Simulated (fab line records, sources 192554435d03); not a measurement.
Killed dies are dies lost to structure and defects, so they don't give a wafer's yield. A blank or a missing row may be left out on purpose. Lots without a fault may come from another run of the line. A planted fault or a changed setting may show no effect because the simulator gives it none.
One fault seen from 3 desks | flow n5_finfet | each desk has only its own numbers; what lay behind them comes last

THE METROLOGY DESK
What the gauges read, lot by lot, whatever tool the lot ran on: means of the sampled wafers that have a number. A lot is out of limits, marked OUT, if its mean lies more than 4 standard deviations from the usual mean; the brackets give that distance. Of its 11 readings 7 are shown: those that lie furthest out on some lot.
Columns: A = SDB_OVL at N5_SDB_OVL_MEAS_12, usual 0.1 nm; B = DIBL_N at N5_BEOL_M4_RC_MEAS_101, usual 36.0 mV/V; C = IOFF_P at N5_BEOL_M4_RC_MEAS_101, usual 0.21 nA/um; D = ION_P at N5_BEOL_M4_RC_MEAS_101, usual 461 uA/um; E = SS_N at N5_BEOL_M4_RC_MEAS_101, usual 71.5 mV/dec; F = SS_P at N5_BEOL_M4_RC_MEAS_101, usual 73.4 mV/dec; G = VT_P at N5_BEOL_M4_RC_MEAS_101, usual -251 mV
lot  | first seen here | A    | B    | C    | D   | E    | F    | G
L626 | day 5 01:53     | -0.8 | 36.9 | 0.23 | 461 | 71.1 | 72.7 | -248
L627 | day 5 07:40     | 0.2  | 36.4 | 0.26 | 469 | 71.1 | 74.3 | -246
L629 | day 5 22:05     | 0.4  | 36.8 | 0.22 | 459 | 71.8 | 73.8 | -251
L630 | day 5 23:37     | 0.2  | 35.9 | 0.22 | 463 | 71.0 | 73.6 | -251
L632 | day 6 13:07     | -0.1 | 37.2 | 0.23 | 463 | 71.7 | 73.6 | -251
L634 | day 6 23:00     | -0.7 | 36.1 | 0.19 | 451 | 72.0 | 73.4 | -251
L636 | day 7 13:55     | -0.2 | 36.1 | 0.22 | 465 | 71.4 | 73.6 | -250
L637 | day 7 19:37     | 0.2  | 35.1 | 0.17 | 460 | 71.1 | 73.4 | -254
L638 | day 8 01:10     | -0.5 | 36.5 | 0.25 | 472 | 71.1 | 73.2 | -246
L639 | day 8 07:02     | 0.0  | 33.2 | 0.17 | 458 | 70.8 | 73.1 | -254
This desk's finding: nothing out of limits on any of the 10 lots.

THE DEFECT DESK
What the inspections along the route counted, lot by lot: means of the sampled wafers that have a number. A lot is out of limits, marked OUT, if its mean lies more than 4 standard deviations from the usual mean; the brackets give that distance.
Columns: A = raw_defect_count at N5_SDB_INSPECT_13, usual 83
lot  | first seen here | A
L626 | day 5 01:55     | 106
L627 | day 5 07:41     | 134
L629 | day 5 22:06     | 63
L630 | day 5 23:38     | 67
L632 | day 6 13:08     | 87
L634 | day 6 23:02     | 145
L636 | day 7 13:56     | 63
L637 | day 7 19:38     | 144
L638 | day 8 01:11     | 52
L639 | day 8 07:04     | 44
This desk's finding: nothing out of limits on any of the 10 lots.

THE TOOL OWNER'S DESK: ald_sin-04
The tool's own readings at N5_SDB_ALD_29 (deposits SiNx, target thk 30 nm, pulse time 1 s, ald cycles 600): means of the sampled wafers that have a number, for each lot that ran on this tool. A lot is out of limits, marked OUT, if its mean lies more than 4 standard deviations from the usual mean; the brackets give that distance.
Columns: A = heater_power_w at N5_SDB_ALD_29, usual 866 W; B = precursor_pulse_height_rel at N5_SDB_ALD_29, usual 1.000; C = susceptor_temp_C at N5_SDB_ALD_29, usual 399.98 C
lot  | first seen here | A   | B     | C
L626 | day 5 03:07     | 879 | 0.988 | 400.20
L630 | day 6 00:28     | 956 | 0.993 | 399.94
L632 | day 6 14:01     | 882 | 0.998 | 399.88
L634 | day 6 23:54     | 873 | 1.019 | 399.97
L636 | day 7 15:13     | 887 | 1.012 | 400.11
L639 | day 8 08:29     | 916 | 1.000 | 400.07
This desk's finding: nothing out of limits on any of the 6 lots.

PUT TOGETHER
The metrology desk saw nothing out of limits.
The defect desk saw nothing out of limits.
The tool owner's desk saw nothing out of limits.

WHAT THE SIMULATOR HAD PUT IN
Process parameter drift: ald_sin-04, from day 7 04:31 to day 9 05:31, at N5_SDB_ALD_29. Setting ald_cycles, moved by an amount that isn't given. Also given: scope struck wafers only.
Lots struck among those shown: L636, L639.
